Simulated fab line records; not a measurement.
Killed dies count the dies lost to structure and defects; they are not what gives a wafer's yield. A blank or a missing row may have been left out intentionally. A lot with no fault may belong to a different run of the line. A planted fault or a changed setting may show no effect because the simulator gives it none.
A struck lot beside a sound one -- flow nand_harc -- 13 out of 1302 route steps
Sound: these wafers, L529.4, L529.5, L529.6. Struck: wafers L539.1, L539.3, L539.5. Last of all comes the cause.
Per side, at each step with rows, come the tool, then ch with its chambers, and then its first start. Under that, the readings that differ: sound wafers -- struck wafers -- difference of the means -- sigmas: that difference in standard deviations of wafers without a fault.
alike: readings whose means differ by less than 2 such deviations, and words and numbers that are the same on both sides. not compared: withheld readings, readings that some wafer has no value for, bounds like >300 that may hide the same value, and numbers for which the record gives no deviation and whose values overlap.
Wherever a step has rows on one side only, a row that says differs or no value, or a row with sigmas, the two part there. Numbers that don't overlap but have no deviation are shown without sigmas and don't part them. Lack of a reading on every wafer of one side parts them only where that side has two or more wafers.

NHARC_A_WL_FILL_CVD_03: deposits W, target thk 40 nm, time 279 s.
  sound on cvd_w-01 ch 0,1, day 19 14:49; struck on cvd_w-02 ch 0,1, day 23 12:47
  alike: heater_power_outer_w, heater_power_w, throttle_valve_pct
NHARC_A_WL_FILL_ETCHBACK_04: etches the open film in NF3, target depth 60 nm, time 120 s.
  sound on rie_metal-01 ch 0,1, day 19 15:08; struck on rie_metal-01 ch 0,1, day 23 13:08
  alike: chamber_pressure_mTorr, drypump_motor_current_A, oes_product_au
  not compared: rf_hours_counter_h
then, 1 step without rows for these wafers: NHARC_A_WL_FILL_ETCHBACK_05 (etches the open film in Cl2/BCl3, target depth 22 nm, time 60 s).
NHARC_A_WL_FILL_STRIP_27: strips in N2/H2, time 20 s.
  sound on plasma_asher-01 ch 0,1, day 19 15:27; struck on plasma_asher-01 ch 0,1, day 23 13:30
  alike: drypump_motor_current_A, heater_power_w
  not compared: rf_hours_counter_h
then, 5 steps without rows for these wafers: NHARC_A_WL_FILL_STRIP_28 (strips in post etch residue remover, time 1200 s); NHARC_A_WL_FILL_PRECLEAN_06 (cleans in DIW, time 300 s); NHARC_A_WL_FILL_SRD_07; NHARC_A_WL_FILL_ANNEAL_08 (time 1800 s); NHARC_A_WL_FILL_ALD_10 (deposits SiO2, target thk 50 nm, pulse time 10 s, ald cycles 500).
NHARC_A_WL_FILL_ETCHBACK_16: etches the open film in C4F8/O2/Ar, target depth 120 nm, time 24 s.
  sound on rie_diel-11 ch 0,3; struck on rie_diel-11 ch 0,2,3
  alike: bias_w, chamber_pressure_mTorr, oes_product_au, rf_vpp_V
  not compared: rf_hours_counter_h
NHARC_A_WL_FILL_STRIP_29: strips in O2, time 20 s.
  sound on rie_diel-11 ch 1,2,3, day 20 01:23; struck on rie_diel-11 ch 0,1,3, day 24 00:37
  alike: drypump_motor_current_A, oes_product_au, rf_vpp_V, showerhead_plenum_p_Torr, throttle_valve_pct
  not compared: rf_hours_counter_h
NHARC_A_WL_FILL_ETCHBACK_17: etches the open film in Cl2/BCl3, target depth 4 nm, time 26.7 s.
  sound on rie_metal-03 ch 0,1, day 20 01:32; struck on rie_metal-03 ch 0, day 24 00:43
  no value came back on the struck wafers for chamber_pressure_mTorr (mTorr), drypump_motor_current_A (A), oes_product_au (a.u.); on the sound wafers chamber_pressure_mTorr (mTorr) reads 9.995 10.023 9.992
  not compared: rf_hours_counter_h
then, 1 step without rows for these wafers: NHARC_A_WL_FILL_PRECLEAN_18 (cleans in dHF, time 30 s).

## WHERE THEY PART
Within this record, at NHARC_A_WL_FILL_ETCHBACK_17 only.

WHY: what had been put in by the simulator
At NHARC_A_WL_FILL_ETCHBACK_17, the step was skipped entirely on rie_metal-03 from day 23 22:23 on. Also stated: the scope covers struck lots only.
